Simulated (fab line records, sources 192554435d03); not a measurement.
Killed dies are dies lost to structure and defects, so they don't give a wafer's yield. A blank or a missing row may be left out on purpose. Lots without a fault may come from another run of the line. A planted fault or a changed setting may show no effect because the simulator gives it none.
fab line records | flow n5_finfet
record lots=4 wafers=12 last_day=20
route steps=1938 shown SD_EPI_P@318 SD_ACTIVATION@330 ILD0@335 SDB@347 BEOL_M4@1111 PASSIVATION@1936
lots that met no fault: from a run of the same line without faults
start_h: hours from the record's first day to the start of the lot's first wafer shown | wait_h: hours since the lot's step before | " the same as in the row above | L1.1+2: a row that stands for several wafers | - no value, or no start given | * or withheld: withheld | < > ~ a bound
route shown NAME@n: a module of which the file shows steps, and the number in the route of the first | usual: mean/standard deviation of fault-free wafers | same: alike in all rows | chamber/n: place in a boat | sites: the reading at each site | _std_site: their standard deviation | _edge_site: outer sites' mean less inner sites' | radius_mm: how far each site lies from the wafer's centre | mask NAME#n: copy n | behind: the tool/chamber that last shaped the wafer | hold: why the lot was held/for how many hours/how that ended | device: the transistor (n, p or np) that didn't switch | end of line: the same wafers' tests at the end of the route | a step without rows: its recipe alone | killed: dies lost to structure and defects at the first sort, not the wafer's yield | map: a wafer's dies, x killed, . not, _ none there
set.NAME: the setting as run; set.NAME@STEP: as run at that earlier step | model.NAME: the simulator's own value behind a step, which no gauge read
lots at some steps of the route; a table a step, a row a wafer
## steps
# step N5_SD_EPI_P_SRD_20
# recipe dry=ipa_marangoni do_ppb=5 time_s=30 temp_c=23 rinse_liquid=diw
# step N5_SD_EPI_P_PRECLEAN_51
# recipe chemistry=NF3:NH3 afs_cycles=1 temp_c=30 time_s=20 sublimation_temp_c=180 sublimation_time_s=60 pressure_torr=3 rf_power_w=30
# step N5_SD_EPI_P_VAPOR_ETCH_44
# recipe chemistry=NF3/Ar target=SiGe30 temp_c=25 time_s=3.3 mode=isotropic
# step N5_SD_EPI_P_EPI_21
# recipe material=SiGe:B dopant=B temp_c=550 pressure_torr=20 ambient=H2 time_s=355
# step N5_SD_EPI_P_HM_STRIP_48
# recipe chemistry=H3PO4 temp_c=160 material=SiNx target=SiNx target_depth_a=30 overetch_fraction=0.3
# step N5_SD_EPI_P_SRD_49
# recipe dry=ipa_marangoni time_s=30 temp_c=23 rinse_liquid=diw
# step N5_SD_EPI_P_PRECLEAN_24
# recipe chemistry=O3/DIW time_s=45 temp_c=22 o3_ppm=10
# step N5_SD_EPI_P_PRECLEAN_32
# recipe chemistry=dHF time_s=10 dilution=500:1 temp_c=25
# step N5_SD_EPI_P_PRECLEAN_33
# recipe chemistry=SC2 time_s=45 temp_c=35 mix=1:1:50
# step N5_SD_EPI_P_SRD_25
# recipe time_s=30 temp_c=23 rinse_liquid=diw dry=ipa_marangoni
# step N5_SD_ACTIVATION_RTA_00
# recipe temp_c=975 time_s=0 ambient=N2 idle_temp_c=600 ramp_up_c_per_s=150 ramp_down_c_per_s=60 cool_to_c=600
# usual lamp_power_pct=8.96/0.052 lamp_zone_1_pct=8.954/0.028 wafer_temp_C_max=975.1/1.9
# columns lot.wafer tool chamber start_h wait_h lamp_power_pct lamp_zone_1_pct wafer_temp_C_max
L158.2 rtp_anneal-02 0 102.14 0.1 8.91 8.932 973.4
L158.4 " 0 " " 8.92 8.984 971.7
L158.5 " 0 " " 8.95 8.990 974.7
L169.3 rtp_anneal-02 - 180.37 0.1 - - -
L169.4 " - " " - - -
L169.6 " - " " - - -
L170.2 rtp_anneal-01 - 182.07 0.1 - - -
L170.4 " - " " - - -
L170.6 " - " " - - -
L174.1 rtp_anneal-02 0 226.56 0.2 8.99 8.923 972.2
L174.2 " 0 " " 8.99 8.998 972.0
L174.3 " 0 " " 8.90 8.961 973.4
# step N5_SD_ACTIVATION_LSA_01
# recipe temp_c=1080 time_s=0.0008 ambient=N2
# step N5_SD_ACTIVATION_RS_MEAS_03
# recipe thk_meas_gauge=four-point-probe
# usual RS_SD_N=21.87/0.28 RS_SD_P=55.8/0.71
# columns lot.wafer tool chamber start_h wait_h RS_SD_N[ohm/sq] RS_SD_P[ohm/sq]
L158.2 film_metro-01 - 102.53 0.2 21.96 55.7
L158.4 " - " " 22.27 56.6
L158.5 " - " " 22.17 55.9
L169.3 film_metro-01 - 180.75 0.2 24.10 60.0
L169.4 " - " " 24.36 59.3
L169.6 " - " " 24.05 59.7
L170.2 film_metro-02 - 182.46 0.2 24.28 59.3
L170.4 " - " " 24.08 60.1
L170.6 " - " " 24.25 61.1
L174.1 film_metro-01 - 226.97 0.2 21.77 55.7
L174.2 " - " " 21.74 55.6
L174.3 " - " " 21.62 56.0
# step N5_ILD0_LINER_00
# recipe material=SiNx target_thk_a=40 temp_c=400 ald_precursor_family=SiH2I2 ald_co_reactant=N2/H2-plasma pulse_time_s=1 purge_time_s=2 co_reactant_purge_time_s=2 ald_cycles=80 pressure_torr=2
# step N5_ILD0_FCVD_FILL_01
# recipe material=SiO2_flowable target_thk_a=2000 temp_c=100 pressure_torr=0.8 rf_w=2000 time_s=328.3
# step N5_ILD0_CURE_02
# recipe temp_c=450 time_s=1800 ambient=steam idle_temp_c=400 ramp_up_c_per_min=5 ramp_down_c_per_min=3 densification_p_h2o_torr=640
# step N5_ILD0_CMP_03
# recipe stop_on=SiNx t_overpolish_s=1.9 post_cmp_clean=alkaline_brush down_force_psi=4.1491 platen_rpm=51.796 pad_velocity_m_s=1.0306 target_thk_nm=197.38
# step N5_ILD0_CMP_07
# recipe stop_on=poly-Si material=SiO2_flowable t_overpolish_s=1.18 post_cmp_clean=alkaline_brush down_force_psi=4.1491 platen_rpm=51.796 pad_velocity_m_s=1.0306 target_thk_nm=138.88
# step N5_ILD0_PRECLEAN_10
# recipe chemistry=NF3:NH3 afs_cycles=5 time_s=20 temp_c=30 sublimation_temp_c=180 sublimation_time_s=60 pressure_torr=3 rf_power_w=30
# step N5_ILD0_ALD_15
# recipe material=SiNx target_thk_a=240 temp_c=400 ald_precursor_family=SiH2I2 ald_co_reactant=N2/H2-plasma pulse_time_s=1 ald_cycles=480 purge_time_s=2 co_reactant_purge_time_s=2 pressure_torr=2
# step N5_ILD0_CMP_12
# recipe stop_on=poly-Si material=SiNx t_overpolish_s=6 post_cmp_clean=alkaline_brush down_force_psi=2.5 platen_rpm=51.8 pad_velocity_m_s=1.0307 target_thk_nm=17.67
# step N5_SDB_HM_DEP_00
# recipe material=SiNx target_thk_a=400 temp_c=400 precursor=SiH4/NH3/N2 pressure_torr=1.5 rf_w=300 time_s=35.3
# step N5_SDB_COAT_03
# recipe resist=SOC temp_c=250 time_s=60 spin_rpm=1500 resist_thk_nm=100
# step N5_SDB_COAT_04
# recipe resist=SiARC temp_c=220 time_s=60 spin_rpm=1500 resist_thk_nm=18
# step N5_SDB_COAT_05
# recipe resist=CAR-ArF spin_rpm=1500 resist_thk_nm=90
# step N5_SDB_EBR_07
# recipe solvent=PGMEA ebr_width_mm=1.5
# step N5_SDB_SOFTBAKE_06
# recipe temp_c=110 time_s=60 resist=CAR-ArF
# step N5_SDB_EXPOSE_08
# recipe mask_id=SDB na=1.35 source_shape=conventional sigma_outer=0.5 polarization=unpolarized dose_mj=49.6
# step N5_SDB_PEB_09
# recipe peb_temp_c=withheld peb_time_s=60 resist=CAR-ArF
# step N5_SDB_DEVELOP_10
# recipe develop_time_s=30 developer=TMAH resist=CAR-ArF rinse_liquid=diw dry=air_spin dev_temp_c=23
# step N5_SDB_DESCUM_16
# recipe chemistry=O2 time_s=7.9 source_power_w=50 bias_power_w=20 pressure_mtorr=20 rf_frequency_hz=2.712e+07 temp_c=40 resist=CAR-ArF o2_flow_sccm=225
# step N5_BEOL_M4_RC_MEAS_101
# usual DIBL_N=36.5/1.2 DIBL_P=36.5/1.6 IOFF_N=0.162/0.023 IOFF_N_85C=3.1/0.37 IOFF_N_LIN=0.075/0.0089 IOFF_P=0.221/0.03 IOFF_P_85C=3.8/0.44 ION_N=678/8 ION_P=466/6.3 RC_DENSE_N=18.9/0.31 RC_DENSE_P=23.6/0.41 RC_N=15.39/0.26 RC_P=19.2/0.3 REXT_N=75.0/1.6 REXT_P=100.4/2.1 RS_SD_N=28.3/0.35 RS_SD_P=65.6/0.88 SS_N=71.6/0.46 SS_P=73.3/0.57 VT_N=249.2/2.6 VT_N_LVT=98.5/2.6 VT_P=-249/3.3
# columns lot.wafer tool chamber start_h wait_h DIBL_N[mV/V] DIBL_P[mV/V] IOFF_N[nA/um] IOFF_N_85C[nA/um] IOFF_N_LIN[nA/um] IOFF_P[nA/um] IOFF_P_85C[nA/um] ION_N[uA/um] ION_P[uA/um] RC_DENSE_N[ohm.um] RC_DENSE_P[ohm.um] RC_N[ohm.um] RC_P[ohm.um] REXT_N[ohm.um] REXT_P[ohm.um] RS_SD_N[ohm/sq] RS_SD_P[ohm/sq] SS_N[mV/dec] SS_P[mV/dec] VT_N[mV] VT_N_LVT[mV] VT_P[mV]
L158.2 prober-02 0 254.99 0.2 36.7 37.4 0.147 2.9 0.069 0.180 3.2 676 458 18.8 23.6 15.28 19.2 73.2 101.3 28.5 65.9 71.2 73.0 253.0 99.9 -254
L158.4 " 0 " " 36.0 37.2 0.143 2.9 0.068 0.176 3.2 666 454 18.5 23.2 15.09 19.1 73.1 100.9 28.4 66.8 70.7 74.2 252.7 100.0 -256
L158.5 " 0 " " 36.7 38.4 0.163 3.2 0.076 0.199 3.5 678 465 18.7 23.6 15.23 19.1 73.1 101.0 28.7 66.2 71.6 73.3 248.5 97.2 -251
L169.3 prober-01 0 324.04 0.3 29.0 35.8 0.086 1.9 0.046 0.161 2.9 595 440 21.4 25.3 17.35 20.8 119.0 124.9 31.0 68.8 71.0 72.8 258.9 108.4 -253
L169.4 " 0 " " 26.3 32.3 0.061 1.4 0.035 0.124 2.3 589 437 21.5 25.1 17.61 20.5 119.7 125.3 31.1 68.9 69.7 72.6 261.6 112.4 -258
L169.6 " 0 " " 26.1 31.6 0.059 1.4 0.034 0.116 2.2 584 427 21.0 24.7 17.05 20.2 119.0 124.8 30.8 69.9 70.4 71.6 262.3 112.7 -259
L170.2 prober-02 0 324.31 0.2 28.7 32.0 0.070 1.5 0.040 0.145 2.7 589 435 21.8 25.5 17.70 20.7 118.6 129.3 30.7 69.8 69.7 72.2 262.7 112.0 -254
L170.4 " 0 " " 29.1 32.4 0.074 1.6 0.042 0.146 2.7 590 438 21.9 25.5 17.66 20.6 120.2 130.5 30.6 70.8 69.8 72.0 261.2 111.4 -254
L170.6 " 0 " " 31.1 35.0 0.099 2.0 0.053 0.181 3.2 609 444 21.7 25.4 17.40 20.7 120.3 130.8 30.7 71.3 70.3 73.7 258.9 106.5 -254
L174.1 prober-02 0 367.40 0.0 38.7 37.2 0.188 3.6 0.085 0.232 3.9 680 459 18.8 23.3 15.32 19.1 74.3 96.7 28.3 65.7 71.8 73.9 247.1 97.0 -250
L174.2 " 0 " " 39.2 38.0 0.191 3.6 0.087 0.254 4.2 684 467 18.8 23.6 15.42 19.2 75.1 96.2 27.9 66.0 71.3 74.5 246.4 96.9 -248
L174.3 " 0 " " 39.6 38.2 0.197 3.7 0.088 0.256 4.2 686 471 18.1 22.6 14.99 18.5 72.5 97.0 27.8 66.7 71.9 74.1 247.0 97.1 -246
# step N5_PASSIVATION_PROBE_49
# usual defect_limited_yield=91.2/1.3 killed_at_M0_to_M3=34/9.2 killed_at_M4_up=14/5 killed_at_contacts=13/6.7 killed_at_front_end=39/12 killed_at_other=4/3.3 killed_dies=104/15 killed_open=68/12 killed_short=34/7.5 sort_bin_5_function=5.2/0.87 sort_bin_6_memory=3.3/0.63 sort_bin_8_speed=0/0 sort_n_pass=1076/15 sort_yield_pct=91.2/1.3
# same gross_dies=1180 killed_at_back_side=0 sort_bin_4_leakage[%]=0
# columns lot.wafer tool chamber start_h wait_h defect_limited_yield[%] killed_at_M0_to_M3 killed_at_M4_up killed_at_contacts killed_at_front_end killed_at_other killed_dies killed_open killed_short sort_bin_5_function[%] sort_bin_6_memory[%] sort_bin_8_speed[%] sort_n_pass sort_yield_pct[%]
L158.2 prober-01 - 353.47 0.1 90.3 40 15 10 46 3 114 71 39 5.6 3.3 0 1066 90.3
L158.4 prober-01 - 353.57 0.2 91.6 40 17 6 32 4 99 72 27 5.7 2.3 0 1081 91.6
L158.5 prober-01 - 353.62 0.2 89.3 31 7 20 64 4 126 74 49 6.0 4.1 0 1054 89.3
L170.2 prober-01 - 435.66 0.1 92.3 32 15 8 32 4 91 55 32 4.8 2.4 92.29 0 0
L170.4 prober-01 - 435.76 0.2 92.5 29 20 10 29 1 89 66 19 4.5 3.0 92.46 0 0
L170.6 prober-01 - 435.86 0.3 92.6 32 22 14 15 4 87 57 29 4.1 2.8 90.34 27 2.3
L169.3 prober-02 - 438.13 0.6 91.0 31 9 17 38 11 106 74 31 5.5 3.1 90.42 7 0.6
L169.4 prober-02 - 438.18 0.6 89.7 34 14 17 43 13 121 74 43 5.8 4.2 89.75 0 0
L169.6 prober-02 - 438.28 0.7 90.2 54 17 17 27 1 116 74 34 5.2 4.0 90.17 0 0
L174.1 prober-01 - 469.22 0.0 92.8 17 9 11 47 1 85 56 28 4.2 3.1 0 1095 92.8
L174.2 prober-01 - 469.27 0.1 93.6 28 13 4 30 1 76 53 22 3.8 2.4 0 1104 93.6
L174.3 prober-01 - 469.32 0.1 92.7 23 17 15 27 4 86 54 29 4.2 3.1 0 1094 92.7
# killed by level:class
L158.2 BEOL_M2:geometric_particle:open=9 BEOL_M0_SAQP:geometric_particle:short=9 BEOL_M3:geometric_particle:open=8 MOL_CONTACT_COAG:geometric_particle:open=7 GATE_CUT:geometric_particle:open=7 STI_FIN_REVEAL:geometric_particle:open=6 BEOL_M0_SAQP:geometric_particle:open=6 STARTING-WAFER:geometric_particle:open=6
L158.4 BEOL_M0_SAQP:geometric_particle:open=10 BEOL_M2:geometric_particle:open=10 STI_FIN_REVEAL:geometric_particle:open=9 BEOL_M0_SAQP:geometric_particle:short=5 BEOL_M3:geometric_particle:open=5 BEOL_M4:geometric_particle:open=5 STARTING-WAFER:geometric_particle:open=5 FIN_SAQP:geometric_particle:open=4
L158.5 FIN_SAQP:geometric_particle:short=19 STI_FIN_REVEAL:geometric_particle:open=17 MOL_CONTACT_COAG:geometric_particle:open=13 BEOL_M3:geometric_particle:open=12 BEOL_M0_SAQP:geometric_particle:short=8 MOL_CONTACT_COAG:geometric_particle:short=7 FIN_SAQP:geometric_particle:open=6 DUMMY_GATE:geometric_particle:open=6
L170.2 BEOL_M4:geometric_particle:open=9 BEOL_M0_SAQP:geometric_particle:open=7 MOL_CONTACT_COAG:geometric_particle:open=7 BEOL_M1:geometric_particle:open=6 FIN_SAQP:geometric_particle:short=5 BEOL_M1:geometric_particle:short=5 BEOL_M2:geometric_particle:open=4 STI_FIN_REVEAL:geometric_particle:open=4
L170.4 STI_FIN_REVEAL:geometric_particle:open=15 BEOL_M4:geometric_particle:open=11 BEOL_M1:geometric_particle:open=9 MOL_CONTACT_COAG:geometric_particle:open=8 BEOL_M0_SAQP:geometric_particle:short=7 BEOL_M0_SAQP:geometric_particle:open=5 STI_FIN_REVEAL:geometric_particle:short=3 BEOL_M1:geometric_particle:short=3
L170.6 BEOL_M4:geometric_particle:open=13 BEOL_M0_SAQP:geometric_particle:open=9 MOL_CONTACT_COAG:geometric_particle:open=8 BEOL_M0_SAQP:geometric_particle:short=8 BEOL_M1:geometric_particle:open=8 MOL_CONTACT_COAG:geometric_particle:short=6 BEOL_M3:geometric_particle:open=4 BEOL_M5:geometric_particle:open=4
L169.3 MOL_CONTACT_COAG:geometric_particle:open=14 BEOL_M2:geometric_particle:open=10 FIN_SAQP:geometric_particle:short=9 DUMMY_GATE:geometric_particle:open=9 BEOL_M0_SAQP:geometric_particle:open=7 BEOL_M3:geometric_particle:open=6 STI_FIN_REVEAL:geometric_particle:open=4 FIN_SAQP:geometric_particle:open=3
L169.4 MOL_CONTACT_COAG:geometric_particle:open=16 FIN_SAQP:geometric_particle:short=14 BEOL_M2:geometric_particle:open=12 BEOL_M4:geometric_particle:open=9 DUMMY_GATE:geometric_particle:open=7 PASS1_CAP:geometric_particle:open=6 GATE_CUT:geometric_particle:short=5 BEOL_M3:geometric_particle:open=5
L169.6 MOL_CONTACT_COAG:geometric_particle:open=15 BEOL_M2:geometric_particle:open=13 BEOL_M3:geometric_particle:open=11 BEOL_M0_SAQP:geometric_particle:short=11 FIN_SAQP:geometric_particle:short=10 BEOL_M0_SAQP:geometric_particle:open=8 FIN_SAQP:geometric_particle:open=4 BEOL_M1:geometric_particle:open=4
L174.1 MOL_CONTACT_COAG:geometric_particle:open=10 STI_FIN_REVEAL:geometric_particle:open=9 FIN_SAQP:geometric_particle:short=7 DUMMY_GATE:geometric_particle:open=6 GATE_CUT:geometric_particle:short=6 BEOL_M2:geometric_particle:open=5 STARTING-WAFER:geometric_particle:open=4 GATE_CUT:geometric_particle:open=4
L174.2 BEOL_M3:geometric_particle:open=9 FIN_SAQP:geometric_particle:short=7 BEOL_M2:geometric_particle:open=6 STI_FIN_REVEAL:geometric_particle:open=4 GATE_CUT:geometric_particle:open=4 BEOL_M0_SAQP:geometric_particle:short=4 BEOL_M8:geometric_particle:open=4 FIN_SAQP:geometric_particle:open=3
L174.3 MOL_CONTACT_COAG:geometric_particle:open=11 BEOL_M4:geometric_particle:open=8 BEOL_M2:geometric_particle:open=7 FIN_SAQP:geometric_particle:short=6 DUMMY_GATE:geometric_particle:open=5 MOL_CONTACT_COAG:geometric_particle:short=4 BEOL_M3:geometric_particle:open=4 GATE_CUT:geometric_particle:short=3
# map L169.4 (x killed, . not)
_________________.....xx.....________________
______________........x........._____________
___________....xx.........x......x.__________
__________.x............x...x..x..x._________
________......x......................._______
_______................................______
______.x.x.x..x.xx......................_____
_____.x........x.......................x.____
____.x........................x...........___
___....x....x...........x.............xx...__
___...............................x........__
__..x................x..........x.x.x.....x._
__.x......................x.xx.........x...._
_.........x.............x.x.......x...x......
_..............x..x....xx...........x..x.....
_x...............................xx.....x....
_.x.......x................x...x...........x.
_......x........................x..x.........
_...........x...x..x..............x..x.......
_x.x.......x....................x....x.......
_................x...................x.......
__......x..........x....x.......x.......x..._
__xx..................x....x................_
___....x.x..x.x..x..........x..xx..........__
___...................x...............x....__
____..x...............x......x..x.x.......___
_____................x..............x.x..____
______...x.....x...x.x............x..x.._____
_______.......................x......x.______
________.......x......x......x........_______
__________............x....x.....x.._________
___________...x............x.......__________
______________.......x.........._____________
_________________.........x..________________
# map L170.2 (x killed, . not)
_________________.x..........________________
______________...x........x....._____________
___________..x............xx..x....__________
__________.........................._________
________..........................x..._______
_______.....x.....x..............x...xx______
______........x................x.......x_____
_____..........................x........x____
____...x....................x.............___
___...x...........x..x.x....x.........x....__
___..............x.....x.........x..x......__
__x.................................x....x.._
__...x...x.........................x..x....._
_................x...........................
_.........x..x.....x......................x.x
_.x.......x.................x................
_x...........................x.x......xx.....
_.........x..................................
_.....x.................x........x....x......
_..x....................x....................
_................x..x...x..x.....x....x......
__.........x...............x...x............_
__........x...........................x....._
___...........................x............__
___xx.......x..x..........x...x............__
____...................x..................___
_____......................x...x.x.......____
______x......................x.........._____
_______...................x............______
________.x..................x..x......_______
__________.........................._________
___________.....x...........x......__________
______________...............x.._____________
_________________...x...x....________________
## key
first_sign step=N5_SD_ACTIVATION_RTA_00 reading=tool_record direction=missing
effect step=N5_SD_ACTIVATION_RS_MEAS_03 reading=RS_SD_N direction=up sigmas=8.1 usual=21.87 struck=24.19
effect step=N5_BEOL_M4_RC_MEAS_101 reading=REXT_N direction=up sigmas=28 usual=75.0 struck=119.4
effect step=N5_BEOL_M4_RC_MEAS_101 reading=REXT_P direction=up sigmas=13 usual=100.4 struck=127.6
effect step=N5_BEOL_M4_RC_MEAS_101 reading=ION_N direction=down sigmas=11 usual=678 struck=593
effect step=N5_BEOL_M4_RC_MEAS_101 reading=RC_DENSE_N direction=up sigmas=8.7 usual=18.9 struck=21.5
effect step=N5_BEOL_M4_RC_MEAS_101 reading=RC_N direction=up sigmas=8 usual=15.39 struck=17.46
effect step=N5_BEOL_M4_RC_MEAS_101 reading=RS_SD_N direction=up sigmas=7.1 usual=28.3 struck=30.8
effect step=N5_BEOL_M4_RC_MEAS_101 reading=DIBL_N direction=down sigmas=6.6 usual=36.5 struck=28.4
effect step=N5_BEOL_M4_RC_MEAS_101 reading=RS_SD_P direction=up sigmas=4.9 usual=65.6 struck=69.9
effect step=N5_BEOL_M4_RC_MEAS_101 reading=VT_N_LVT direction=up sigmas=4.6 usual=98.5 struck=110.6
effect step=N5_BEOL_M4_RC_MEAS_101 reading=ION_P direction=down sigmas=4.6 usual=466 struck=437
effect step=N5_BEOL_M4_RC_MEAS_101 reading=RC_P direction=up sigmas=4.6 usual=19.2 struck=20.6
effect step=N5_BEOL_M4_RC_MEAS_101 reading=VT_N direction=up sigmas=4.5 usual=249.2 struck=260.9
effect step=N5_PASSIVATION_PROBE_49 reading=sort_bin_8_speed direction=up sigmas=99+ usual=0 struck=90.90
met_at N5_SD_ACTIVATION_RTA_00
struck_wafers L169.3,L169.4,L169.6,L170.2,L170.4,L170.6
onset_between 102.14 180.37
fault kind=skipped_step_whole tool=rtp_anneal-01,rtp_anneal-02 chamber=- onset_h=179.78 steps=N5_SD_ACTIVATION_RTA_00 scope=struck_lots_only
